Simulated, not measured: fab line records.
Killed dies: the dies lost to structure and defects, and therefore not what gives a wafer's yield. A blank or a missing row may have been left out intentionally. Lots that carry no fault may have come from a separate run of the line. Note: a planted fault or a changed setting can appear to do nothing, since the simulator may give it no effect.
The tool behind it: which one? :: flow nand-harc :: Sampling: 24 lots, 72 wafers, 6 of 1159 route steps

## WHAT THE GAUGES SHOWED, per wafer
NHARC_P_M1_OVL_MEAS_10: pitch 260 nm. Usual: overlay-x-nm 0.1 nm, standard deviation 0.84; overlay-y-nm 0.1 nm, standard deviation 0.75.
lot: L074
measured: day 5 16:05
on: overlay-01
overlay-x-nm (nm): -0.2 -0.5 -0.3
overlay-y-nm (nm): 0.2 -0.1 0.0
flag: 

lot: L075
measured: day 6 10:53
on: overlay-01
overlay-x-nm (nm): -0.2 -0.3 -0.1
overlay-y-nm (nm): 1.0 0.9 1.0
flag: 

lot: L077
measured: day 6 13:58
on: overlay-01
overlay-x-nm (nm): -0.3 -0.4 -0.6
overlay-y-nm (nm): -0.6 -0.4 -1.1
flag: 

lot: L076
measured: day 6 14:46
on: overlay-01
overlay-x-nm (nm): 0.0 0.2 -0.1
overlay-y-nm (nm): -0.8 -1.0 -1.0
flag: 

lot: L079
measured: day 7 00:42
on: overlay-02
overlay-x-nm (nm): 0.6 0.7 0.5
overlay-y-nm (nm): -0.3 -1.0 -0.7
flag: 

lot: L078
measured: day 7 01:02
on: overlay-02
overlay-x-nm (nm): 0.6 0.8 0.7
overlay-y-nm (nm): 0.2 0.7 -0.1
flag: 

lot: L080
measured: day 7 13:37
on: overlay-01
overlay-x-nm (nm): 0.5 0.4 0.7
overlay-y-nm (nm): -1.3 -1.2 -1.2
flag: 

lot: L081
measured: day 7 16:05
on: overlay-01
overlay-x-nm (nm): 1.3 1.1 1.2
overlay-y-nm (nm): -0.4 -0.7 -0.4
flag: 

lot: L082
measured: day 8 02:31
on: overlay-01
overlay-x-nm (nm): -0.9 -0.8 -0.3
overlay-y-nm (nm): 1.5 0.7 1.6
flag: 

lot: L084
measured: day 8 17:15
on: overlay-01
overlay-x-nm (nm): -0.6 -1.2 -1.0
overlay-y-nm (nm): 0.1 -0.5 0.1
flag: 

lot: L083
measured: day 8 17:50
on: overlay-02
overlay-x-nm (nm): -0.4 -0.3 -0.2
overlay-y-nm (nm): -0.4 -0.7 -0.7
flag: 

lot: L085
measured: day 9 08:44
on: overlay-02
overlay-x-nm (nm): 0.2 0.6 0.7
overlay-y-nm (nm): 0.4 0.3 0.4
flag: 

lot: L087
measured: day 9 14:29
on: overlay-01
overlay-x-nm (nm): -0.1 -0.3 -0.1
overlay-y-nm (nm): 1.1 1.1 1.0
flag: 

lot: L086
measured: day 9 15:22
on: overlay-02
overlay-x-nm (nm): 2.1 1.8 1.4
overlay-y-nm (nm): 1.7 1.0 1.4
flag: 

lot: L088
measured: day 9 18:09
on: overlay-02
overlay-x-nm (nm): -0.9 -0.4 -0.4
overlay-y-nm (nm): 1.2 1.5 1.6
flag: 

lot: L089
measured: day 10 06:04
on: overlay-01
overlay-x-nm (nm): -0.1 -0.2 -0.2
overlay-y-nm (nm): 0.2 0.2 0.4
flag: 

lot: L090
measured: day 10 07:36
on: overlay-02
overlay-x-nm (nm): -0.5 -0.8 -0.9
overlay-y-nm (nm): 0.9 0.6 1.2
flag: 

lot: L091
measured: day 10 09:50
on: overlay-02
overlay-x-nm (nm): 0.2 -0.5 -0.2
overlay-y-nm (nm): 0.0 0.4 0.0
flag: 

lot: L092
measured: day 10 10:05
on: overlay-01
overlay-x-nm (nm): -0.6 -0.2 0.2
overlay-y-nm (nm): 0.5 0.7 0.6
flag: 

lot: L093
measured: day 10 21:25
on: overlay-01
overlay-x-nm (nm): 0.4 1.1 1.0
overlay-y-nm (nm): 0.8 0.7 0.3
flag: 

lot: L095
measured: day 10 22:05
on: overlay-01
overlay-x-nm (nm): -0.4 -1.2 -1.0
overlay-y-nm (nm): -0.7 -1.0 -0.8
flag: 

lot: L094
measured: day 10 22:32
on: overlay-01
overlay-x-nm (nm): -0.8 -0.8 -0.4
overlay-y-nm (nm): -0.7 -0.1 -0.4
flag: 

lot: L096
measured: day 11 09:47
on: overlay-01
overlay-x-nm (nm): 0.8 0.8 0.4
overlay-y-nm (nm): 0.3 0.6 0.6
flag: 

lot: L097
measured: day 11 12:52
on: overlay-02
overlay-x-nm (nm): 2.1 2.0 1.7
overlay-y-nm (nm): -1.0 -0.2 -0.7
flag: 

NHARC_P_M2_THK_MEAS_24: measures by xrf. Usual: thk-nm at 144.1 nm, with a standard deviation of 1.5.
lot: L074
measured: day 5 22:43
on: film-metro-01
thk-nm (nm): 145.3 142.2 144.0
flag: 

lot: L075
measured: day 6 17:35
on: film-metro-01
thk-nm (nm): 144.4 146.5 145.3
flag: 

lot: L077
measured: day 6 20:59
on: film-metro-02
thk-nm (nm): 145.1 146.7 145.9
flag: 

lot: L076
measured: day 6 21:31
on: film-metro-01
thk-nm (nm): 143.1 142.7 145.0
flag: 

lot: L079
measured: day 7 07:39
on: film-metro-01
thk-nm (nm): 144.1 146.1 142.9
flag: 

lot: L078
measured: day 7 07:58
on: film-metro-01
thk-nm (nm): 145.7 145.9 142.0
flag: 

lot: L080
measured: day 7 20:44
on: film-metro-01
thk-nm (nm): 145.0 145.5 144.2
flag: 

lot: L081
measured: day 7 22:56
on: film-metro-01
thk-nm (nm): 146.6 143.0 143.9
flag: 

lot: L082
measured: day 8 09:29
on: film-metro-02
thk-nm (nm): 143.9 142.7 144.6
flag: 

lot: L084
measured: day 8 23:56
on: film-metro-01
thk-nm (nm): 141.2 139.5 141.0
flag: 

lot: L083
measured: day 9 00:34
on: film-metro-02
thk-nm (nm): 141.4 143.3 143.9
flag: 

lot: L085
measured: day 9 15:34
on: film-metro-01
thk-nm (nm): 144.8 145.5 145.3
flag: 

lot: L087
measured: day 9 21:16
on: film-metro-02
thk-nm (nm): 143.1 142.4 144.0
flag: 

lot: L086
measured: day 9 22:30
on: film-metro-01
thk-nm (nm): 143.6 145.9 144.1
flag: 

lot: L088
measured: day 10 00:54
on: film-metro-01
thk-nm (nm): 146.9 142.8 140.7
flag: 

lot: L089
measured: day 10 13:02
on: film-metro-02
thk-nm (nm): 144.1 144.3 145.4
flag: 

lot: L090
measured: day 10 14:32
on: film-metro-02
thk-nm (nm): 142.3 144.2 143.7
flag: 

lot: L091
measured: day 10 16:49
on: film-metro-02
thk-nm (nm): 140.6 141.6 143.3
flag: 

lot: L092
measured: day 10 17:13
on: film-metro-02
thk-nm (nm): 145.5 144.1 143.1
flag: 

lot: L093
measured: day 11 04:02
on: film-metro-02
thk-nm (nm): 142.5 144.6 143.8
flag: 

lot: L095
measured: day 11 04:43
on: film-metro-01
thk-nm (nm): 144.7 143.1 141.8
flag: 

lot: L094
measured: day 11 05:19
on: film-metro-02
thk-nm (nm): 144.6 142.2 143.1
flag: 

lot: L096
measured: day 11 17:04
on: film-metro-01
thk-nm (nm): 146.1 144.2 144.5
flag: 

lot: L097
measured: day 11 19:46
on: film-metro-02
thk-nm (nm): 144.6 144.3 146.2
flag: 

NHARC_P_BONDPAD_OVL_MEAS_38. Usual: overlay-x-nm -1 nm, standard deviation 6.3; overlay-y-nm 0 nm, standard deviation 5.7.
lot: L074
measured: day 6 00:43
on: overlay-01
overlay-x-nm (nm): -1 0 -1
overlay-y-nm (nm): -6 -6 -6
flag: 

lot: L075
measured: day 6 19:35
on: overlay-01
overlay-x-nm (nm): 12 11 12
overlay-y-nm (nm): 3 3 3
flag: 

lot: L077
measured: day 6 22:53
on: overlay-01
overlay-x-nm (nm): 8 8 8
overlay-y-nm (nm): -3 -3 -3
flag: 

lot: L076
measured: day 6 23:33
on: overlay-01
overlay-x-nm (nm): -1 -1 -2
overlay-y-nm (nm): 0 1 0
flag: 

lot: L079
measured: day 7 09:39
on: overlay-02
overlay-x-nm (nm): 4 4 4
overlay-y-nm (nm): 6 6 6
flag: 

lot: L078
measured: day 7 09:58
on: overlay-02
overlay-x-nm (nm): -10 -10 -10
overlay-y-nm (nm): 3 3 3
flag: 

lot: L080
measured: day 7 22:46
on: overlay-02
overlay-x-nm (nm): 2 2 2
overlay-y-nm (nm): 9 8 8
flag: 

lot: L081
measured: day 8 00:58
on: overlay-02
overlay-x-nm (nm): -11 -11 -10
overlay-y-nm (nm): -6 -6 -7
flag: 

lot: L082
measured: day 8 11:30
on: overlay-01
overlay-x-nm (nm): -3 -4 -3
overlay-y-nm (nm): -5 -5 -5
flag: 

lot: L084
measured: day 9 01:50
on: overlay-01
overlay-x-nm (nm): -6 -6 -7
overlay-y-nm (nm): 7 8 7
flag: 

lot: L083
measured: day 9 02:38
on: overlay-02
overlay-x-nm (nm): 0 0 0
overlay-y-nm (nm): 2 3 2
flag: 

lot: L085
measured: day 9 17:29
on: overlay-01
overlay-x-nm (nm): 6 6 6
overlay-y-nm (nm): -2 -3 -2
flag: 

lot: L087
measured: day 9 23:20
on: overlay-02
overlay-x-nm (nm): -5 -6 -6
overlay-y-nm (nm): -4 -4 -5
flag: 

lot: L086
measured: day 10 00:32
on: overlay-02
overlay-x-nm (nm): 3 2 3
overlay-y-nm (nm): 10 11 11
flag: 

lot: L088
measured: day 10 02:56
on: overlay-02
overlay-x-nm (nm): -7 -7 -7
overlay-y-nm (nm): 1 1 1
flag: 

lot: L089
measured: day 10 15:07
on: overlay-02
overlay-x-nm (nm): -4 -4 -4
overlay-y-nm (nm): -7 -7 -6
flag: 

lot: L090
measured: day 10 16:46
on: overlay-01
overlay-x-nm (nm): 2 1 2
overlay-y-nm (nm): 7 7 7
flag: 

lot: L091
measured: day 10 18:46
on: overlay-02
overlay-x-nm (nm): -10 -11 -10
overlay-y-nm (nm): -2 -3 -3
flag: 

lot: L092
measured: day 10 19:31
on: overlay-02
overlay-x-nm (nm): -4 -4 -5
overlay-y-nm (nm): 1 1 1
flag: 

lot: L093
measured: day 11 06:11
on: overlay-02
overlay-x-nm (nm): -5 -5 -5
overlay-y-nm (nm): 2 1 2
flag: 

lot: L095
measured: day 11 06:45
on: overlay-01
overlay-x-nm (nm): 5 5 4
overlay-y-nm (nm): 2 1 1
flag: 

lot: L094
measured: day 11 07:32
on: overlay-01
overlay-x-nm (nm): 8 8 8
overlay-y-nm (nm): -4 -4 -4
flag: 

lot: L096
measured: day 11 19:08
on: overlay-02
overlay-x-nm (nm): 9 9 9
overlay-y-nm (nm): -14 -14 -14
flag: 

lot: L097
measured: day 11 21:48
on: overlay-01
overlay-x-nm (nm): -2 -1 -2
overlay-y-nm (nm): -4 -3 -3
flag: 

## WHAT TOOL EACH LOT RAN ON (gives the tool, then ch and the chambers of the sampled wafers, and finally the start)
lot: L074
NHARC_P_M0_PRE_CLEAN_29: pvd-sputter-02, day 5 16:05 or earlier
NHARC_P_M2_PVD_21: pvd-sputter-02, day 5 22:43 or earlier
NHARC_P_M2_PRE_CLEAN_32: pecvd-02 ch 0,1,2, day 5 23:02

lot: L075
NHARC_P_M0_PRE_CLEAN_29: pvd-sputter-01, day 6 10:53 or earlier
NHARC_P_M2_PVD_21: pvd-sputter-03, day 6 17:35 or earlier
NHARC_P_M2_PRE_CLEAN_32: pecvd-02 ch 0,1,2, day 6 17:48

lot: L077
NHARC_P_M0_PRE_CLEAN_29: pvd-sputter-01, day 6 13:58 or earlier
NHARC_P_M2_PVD_21: pvd-sputter-02, day 6 20:59 or earlier
NHARC_P_M2_PRE_CLEAN_32: pecvd-02 ch 1,2, day 6 21:13

lot: L076
NHARC_P_M0_PRE_CLEAN_29: pvd-sputter-02, day 6 14:46 or earlier
NHARC_P_M2_PVD_21: pvd-sputter-03, day 6 21:31 or earlier
NHARC_P_M2_PRE_CLEAN_32: pecvd-04 ch 0,2, day 6 21:46

lot: L079
NHARC_P_M0_PRE_CLEAN_29: pvd-sputter-02, day 7 00:42 or earlier
NHARC_P_M2_PVD_21: pvd-sputter-03, day 7 07:39 or earlier
NHARC_P_M2_PRE_CLEAN_32: pecvd-04 ch 0,2, day 7 07:52

lot: L078
NHARC_P_M0_PRE_CLEAN_29: pvd-sputter-03, day 7 01:02 or earlier
NHARC_P_M2_PVD_21: pvd-sputter-02, day 7 07:58 or earlier
NHARC_P_M2_PRE_CLEAN_32: pecvd-03 ch 1,2, day 7 08:11

lot: L080
NHARC_P_M0_PRE_CLEAN_29: pvd-sputter-03, day 7 13:37 or earlier
NHARC_P_M2_PVD_21: pvd-sputter-02, day 7 20:44 or earlier
NHARC_P_M2_PRE_CLEAN_32: pecvd-04 ch 1,2, day 7 20:58

lot: L081
NHARC_P_M0_PRE_CLEAN_29: pvd-sputter-01, day 7 16:05 or earlier
NHARC_P_M2_PVD_21: pvd-sputter-02, day 7 22:56 or earlier
NHARC_P_M2_PRE_CLEAN_32: pecvd-02 ch 0,1,2, day 7 23:09

lot: L082
NHARC_P_M0_PRE_CLEAN_29: pvd-sputter-02, day 8 02:31 or earlier
NHARC_P_M2_PVD_21: pvd-sputter-02, day 8 09:29 or earlier
NHARC_P_M2_PRE_CLEAN_32: pecvd-02 ch 1,2, day 8 09:43

lot: L084
NHARC_P_M0_PRE_CLEAN_29: pvd-sputter-01, day 8 17:15 or earlier
NHARC_P_M2_PVD_21: pvd-sputter-03, day 8 23:56 or earlier
NHARC_P_M2_PRE_CLEAN_32: pecvd-04 ch 0,1,2, day 9 00:13

lot: L083
NHARC_P_M0_PRE_CLEAN_29: pvd-sputter-02, day 8 17:50 or earlier
NHARC_P_M2_PVD_21: pvd-sputter-01, day 9 00:34 or earlier
NHARC_P_M2_PRE_CLEAN_32: pecvd-02 ch 0,1, day 9 00:47

lot: L085
NHARC_P_M0_PRE_CLEAN_29: pvd-sputter-03, day 9 08:44 or earlier
NHARC_P_M2_PVD_21: pvd-sputter-01, day 9 15:34 or earlier
NHARC_P_M2_PRE_CLEAN_32: pecvd-02 ch 1,2, day 9 15:47

lot: L087
NHARC_P_M0_PRE_CLEAN_29: pvd-sputter-02, day 9 14:29 or earlier
NHARC_P_M2_PVD_21: pvd-sputter-03, day 9 21:16 or earlier
NHARC_P_M2_PRE_CLEAN_32: pecvd-03 ch 1,2, day 9 21:29

lot: L086
NHARC_P_M0_PRE_CLEAN_29: pvd-sputter-03, day 9 15:22 or earlier
NHARC_P_M2_PVD_21: pvd-sputter-03, day 9 22:30 or earlier
NHARC_P_M2_PRE_CLEAN_32: pecvd-02 ch 0,1,2, day 9 22:43

lot: L088
NHARC_P_M0_PRE_CLEAN_29: pvd-sputter-01, day 9 18:09 or earlier
NHARC_P_M2_PVD_21: pvd-sputter-03, day 10 00:54 or earlier
NHARC_P_M2_PRE_CLEAN_32: pecvd-04 ch 0,2, day 10 01:08

lot: L089
NHARC_P_M0_PRE_CLEAN_29: pvd-sputter-01, day 10 06:04 or earlier
NHARC_P_M2_PVD_21: pvd-sputter-01, day 10 13:02 or earlier
NHARC_P_M2_PRE_CLEAN_32: pecvd-03 ch 0,1, day 10 13:18

lot: L090
NHARC_P_M0_PRE_CLEAN_29: pvd-sputter-01, day 10 07:36 or earlier
NHARC_P_M2_PVD_21: pvd-sputter-02, day 10 14:32 or earlier
NHARC_P_M2_PRE_CLEAN_32: pecvd-02 ch 0,1,2, day 10 14:56

lot: L091
NHARC_P_M0_PRE_CLEAN_29: pvd-sputter-01, day 10 09:50 or earlier
NHARC_P_M2_PVD_21: pvd-sputter-03, day 10 16:49 or earlier
NHARC_P_M2_PRE_CLEAN_32: pecvd-02 ch 0,2, day 10 17:02

lot: L092
NHARC_P_M0_PRE_CLEAN_29: pvd-sputter-03, day 10 10:05 or earlier
NHARC_P_M2_PVD_21: pvd-sputter-02, day 10 17:13 or earlier
NHARC_P_M2_PRE_CLEAN_32: pecvd-04 ch 0,1,2, day 10 17:43

lot: L093
NHARC_P_M0_PRE_CLEAN_29: pvd-sputter-01, day 10 21:25 or earlier
NHARC_P_M2_PVD_21: pvd-sputter-02, day 11 04:02 or earlier
NHARC_P_M2_PRE_CLEAN_32: pecvd-02 ch 0,2, day 11 04:17

lot: L095
NHARC_P_M0_PRE_CLEAN_29: pvd-sputter-03, day 10 22:05 or earlier
NHARC_P_M2_PVD_21: pvd-sputter-03, day 11 04:43 or earlier
NHARC_P_M2_PRE_CLEAN_32: pecvd-02 ch 0,1,2, day 11 04:59

lot: L094
NHARC_P_M0_PRE_CLEAN_29: pvd-sputter-01, day 10 22:32 or earlier
NHARC_P_M2_PVD_21: pvd-sputter-01, day 11 05:19 or earlier
NHARC_P_M2_PRE_CLEAN_32: pecvd-02 ch 0,1,2, day 11 05:43

lot: L096
NHARC_P_M0_PRE_CLEAN_29: pvd-sputter-02, day 11 09:47 or earlier
NHARC_P_M2_PVD_21: pvd-sputter-02, day 11 17:04 or earlier
NHARC_P_M2_PRE_CLEAN_32: pecvd-03 ch 0,1,2, day 11 17:20

lot: L097
NHARC_P_M0_PRE_CLEAN_29: pvd-sputter-03, day 11 12:52 or earlier
NHARC_P_M2_PVD_21: pvd-sputter-02, day 11 19:46 or earlier
NHARC_P_M2_PRE_CLEAN_32: pecvd-02 ch 0,1, day 11 20:01
- NHARC_P_M0_PRE_CLEAN_29: time 30 s.
- NHARC_P_M2_PVD_21: deposits Cu, target thk 30 nm, time 20.49 s.
- NHARC_P_M2_PRE_CLEAN_32: time 12 s.

## AS READ BY THE TOOLS THEMSELVES (means over the sampled wafers that have a number; for cases with no such wafer, the mark the record gives instead)
NHARC_P_M0_PRE_CLEAN_29. Usual: heater-power-w at 404 W, with a standard deviation of 33.
lot: L074
tool: pvd-sputter-02
heater-power-w (W): 417
flag: 

lot: L075
tool: pvd-sputter-01
heater-power-w (W): 383
flag: 

lot: L077
tool: pvd-sputter-01
heater-power-w (W): 375
flag: 

lot: L076
tool: pvd-sputter-02
heater-power-w (W): 415
flag: 

lot: L079
tool: pvd-sputter-02
heater-power-w (W): 408
flag: 

lot: L078
tool: pvd-sputter-03
heater-power-w (W): 418
flag: 

lot: L080
tool: pvd-sputter-03
heater-power-w (W): 418
flag: 

lot: L081
tool: pvd-sputter-01
heater-power-w (W): 373
flag: 

lot: L082
tool: pvd-sputter-02
heater-power-w (W): 400
flag: 

lot: L084
tool: pvd-sputter-01
heater-power-w (W): 378
flag: 

lot: L083
tool: pvd-sputter-02
heater-power-w (W): 407
flag: 

lot: L085
tool: pvd-sputter-03
heater-power-w (W): 416
flag: 

lot: L087
tool: pvd-sputter-02
heater-power-w (W): 422
flag: 

lot: L086
tool: pvd-sputter-03
heater-power-w (W): 444
flag: 

lot: L088
tool: pvd-sputter-01
heater-power-w (W): 387
flag: 

lot: L089
tool: pvd-sputter-01
heater-power-w (W): 384
flag: 

lot: L090
tool: pvd-sputter-01
heater-power-w (W): 383
flag: 

lot: L091
tool: pvd-sputter-01
heater-power-w (W): 390
flag: 

lot: L092
tool: pvd-sputter-03
heater-power-w (W): 422
flag: 

lot: L093
tool: pvd-sputter-01
heater-power-w (W): 380
flag: 

lot: L095
tool: pvd-sputter-03
heater-power-w (W): 421
flag: 

lot: L094
tool: pvd-sputter-01
heater-power-w (W): 382
flag: 

lot: L096
tool: pvd-sputter-02
heater-power-w (W): 405
flag: 

lot: L097
tool: pvd-sputter-03
heater-power-w (W): 445
flag: 

NHARC_P_M2_PVD_21. Usual: throttle-valve-pct at 29.6 %, with a standard deviation of 1.3.
lot: L074
tool: pvd-sputter-02
throttle-valve-pct (%): 30.8
flag: 

lot: L075
tool: pvd-sputter-03
throttle-valve-pct (%): 29.5
flag: 

lot: L077
tool: pvd-sputter-02
throttle-valve-pct (%): 29.8
flag: 

lot: L076
tool: pvd-sputter-03
throttle-valve-pct (%): 30.2
flag: 

lot: L079
tool: pvd-sputter-03
throttle-valve-pct (%): 30.4
flag: 

lot: L078
tool: pvd-sputter-02
throttle-valve-pct (%): 30.1
flag: 

lot: L080
tool: pvd-sputter-02
throttle-valve-pct (%): 28.6
flag: 

lot: L081
tool: pvd-sputter-02
throttle-valve-pct (%): 31.4
flag: 

lot: L082
tool: pvd-sputter-02
throttle-valve-pct (%): 30.2
flag: 

lot: L084
tool: pvd-sputter-03
throttle-valve-pct (%): 28.1
flag: 

lot: L083
tool: pvd-sputter-01
throttle-valve-pct (%): 29.3
flag: 

lot: L085
tool: pvd-sputter-01
throttle-valve-pct (%): 28.6
flag: 

lot: L087
tool: pvd-sputter-03
throttle-valve-pct (%): 28.5
flag: 

lot: L086
tool: pvd-sputter-03
throttle-valve-pct (%): 29.3
flag: 

lot: L088
tool: pvd-sputter-03
throttle-valve-pct (%): 30.9
flag: 

lot: L089
tool: pvd-sputter-01
throttle-valve-pct (%): 28.0
flag: 

lot: L090
tool: pvd-sputter-02
throttle-valve-pct (%): 29.1
flag: 

lot: L091
tool: pvd-sputter-03
throttle-valve-pct (%): 29.8
flag: 

lot: L092
tool: pvd-sputter-02
throttle-valve-pct (%): 29.8
flag: 

lot: L093
tool: pvd-sputter-02
throttle-valve-pct (%): 30.0
flag: 

lot: L095
tool: pvd-sputter-03
throttle-valve-pct (%): 29.2
flag: 

lot: L094
tool: pvd-sputter-01
throttle-valve-pct (%): 29.7
flag: 

lot: L096
tool: pvd-sputter-02
throttle-valve-pct (%): 29.2
flag: 

lot: L097
tool: pvd-sputter-02
throttle-valve-pct (%): 28.9
flag: 

NHARC_P_M2_PRE_CLEAN_32. Usual: heater-power-w at 658 W, with a standard deviation of 57.
lot: L074
tool: pecvd-02
heater-power-w (W): 642
flag: 

lot: L075
tool: pecvd-02
heater-power-w (W): 657
flag: 

lot: L077
tool: pecvd-02
heater-power-w (W): 665
flag: 

lot: L076
tool: pecvd-04
heater-power-w (W): 638
flag: 

lot: L079
tool: pecvd-04
heater-power-w (W): 634
flag: 

lot: L078
tool: pecvd-03
heater-power-w (W): 691
flag: 

lot: L080
tool: pecvd-04
heater-power-w (W): 718
flag: 

lot: L081
tool: pecvd-02
heater-power-w (W): 646
flag: 

lot: L082
tool: pecvd-02
heater-power-w (W): 630
flag: 

lot: L084
tool: pecvd-04
heater-power-w (W): 677
flag: 

lot: L083
tool: pecvd-02
heater-power-w (W): 663
flag: 

lot: L085
tool: pecvd-02
heater-power-w (W): 682
flag: 

lot: L087
tool: pecvd-03
heater-power-w (W): 623
flag: 

lot: L086
tool: pecvd-02
heater-power-w (W): 637
flag: 

lot: L088
tool: pecvd-04
heater-power-w (W): 607
flag: 

lot: L089
tool: pecvd-03
heater-power-w (W): 679
flag: 

lot: L090
tool: pecvd-02
heater-power-w (W): 646
flag: 

lot: L091
tool: pecvd-02
heater-power-w (W): 648
flag: 

lot: L092
tool: pecvd-04
heater-power-w (W): 642
flag: 

lot: L093
tool: pecvd-02
heater-power-w (W): 640
flag: 

lot: L095
tool: pecvd-02
heater-power-w (W): 635
flag: 

lot: L094
tool: pecvd-02
heater-power-w (W): 646
flag: 

lot: L096
tool: pecvd-03
heater-power-w (W): 670
flag: 

lot: L097
tool: pecvd-02
heater-power-w (W): 666
flag: 

## THE ANSWER, worked out from the rows above alone
Rule: take the mean of a lot's wafers that have a number; if it is more than 3 standard deviations from the usual mean, the lot is off. A lot without any number at a reading at which 4 lots or more have one is off too. Where the step has rows for the other lots, those lots are counted as sound. Order of review: gauges by route order, followed by the tools' own readings, for which a lot's mean as printed above is used. At the first step where some lot is off, the reading lying furthest off is the one used; lots without a number count as furthest.
No lot is off at any reading shown: from this, nothing can be told.

## WHAT THE SIMULATOR PUT IN
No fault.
